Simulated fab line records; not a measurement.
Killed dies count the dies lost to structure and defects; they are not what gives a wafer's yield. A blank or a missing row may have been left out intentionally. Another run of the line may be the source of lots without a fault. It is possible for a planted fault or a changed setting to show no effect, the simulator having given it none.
Chamber matching / flow nand-harc / 4 sister chambers for NHARC_A_STAIRCASE_ETCH_444 on rie-diel-05
The step etches the open film in C4F8/O2, target depth 10200 nm, time 3400 s. 8 wafers are shown with their chamber, then 10 later ones without.

## WAFERS, EACH WITH ITS CHAMBER
wafer=L085.3; chamber=0; rf-vpp-V (V)=805; rf-fwd-power-W (W)=600.5
wafer=L085.6; chamber=1; rf-vpp-V (V)=802; rf-fwd-power-W (W)=601.7
wafer=L087.4; chamber=1; rf-vpp-V (V)=801; rf-fwd-power-W (W)=602.1
wafer=L088.3; chamber=0; rf-vpp-V (V)=803; rf-fwd-power-W (W)=597.3
wafer=L088.5; chamber=2; rf-vpp-V (V)=812; rf-fwd-power-W (W)=600.5
wafer=L088.6; chamber=3; rf-vpp-V (V)=800; rf-fwd-power-W (W)=599.4
wafer=L090.1; chamber=3; rf-vpp-V (V)=802; rf-fwd-power-W (W)=597.3
wafer=L090.3; chamber=2; rf-vpp-V (V)=811; rf-fwd-power-W (W)=602.6

## WAFERS WITH NO CHAMBER GIVEN
wafer=L090.6; rf-vpp-V (V)=800; rf-fwd-power-W (W)=600.8
wafer=L092.2; rf-vpp-V (V)=804; rf-fwd-power-W (W)=599.8
wafer=L092.5; rf-vpp-V (V)=802; rf-fwd-power-W (W)=599.8
wafer=L092.6; rf-vpp-V (V)=802; rf-fwd-power-W (W)=599.8
wafer=L095.1; rf-vpp-V (V)=802; rf-fwd-power-W (W)=597.7
wafer=L095.2; rf-vpp-V (V)=804; rf-fwd-power-W (W)=601.6
wafer=L095.6; rf-vpp-V (V)=811; rf-fwd-power-W (W)=594.6
wafer=L097.2; rf-vpp-V (V)=802; rf-fwd-power-W (W)=599.7
wafer=L097.5; rf-vpp-V (V)=801; rf-fwd-power-W (W)=600.9
wafer=L097.6; rf-vpp-V (V)=803; rf-fwd-power-W (W)=600.6

## EACH ONE'S CHAMBER
wafer=L090.6; from the rows above=can't be placed: 1 or 3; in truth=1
wafer=L092.2; from the rows above=0; in truth=0
wafer=L092.5; from the rows above=can't be placed: 3 or 1 or 0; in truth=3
wafer=L092.6; from the rows above=can't be placed: 3 or 1 or 0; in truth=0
wafer=L095.1; from the rows above=can't be placed: 3 or 0 or 1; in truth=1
wafer=L095.2; from the rows above=can't be placed: 0 or 1 or 3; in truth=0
wafer=L095.6; from the rows above=2; in truth=2
wafer=L097.2; from the rows above=can't be placed: 3 or 1 or 0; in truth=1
wafer=L097.5; from the rows above=can't be placed: 1 or 3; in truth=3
wafer=L097.6; from the rows above=can't be placed: 0 or 1 or 3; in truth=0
Placed correctly: 2 of 10. Unplaceable from these rows: 8, with the true chamber sitting among the candidates in 8. 0 placed wrongly.
How it was worked out, from the rows above alone: a wafer's distance from a chamber is the root of the sum, over the readings, of the square of ((its reading less the chamber's mean) divided by the reading's scatter). If the next closest chamber is less than 2 further off than the closest, the wafer can't be placed; otherwise it belongs to the closest. Each chamber's mean is taken over the wafers shown for it. The scatter: the root of (the sum of the squares of (reading less its chamber's mean) over the shown wafers, divided by (wafers less chambers)).
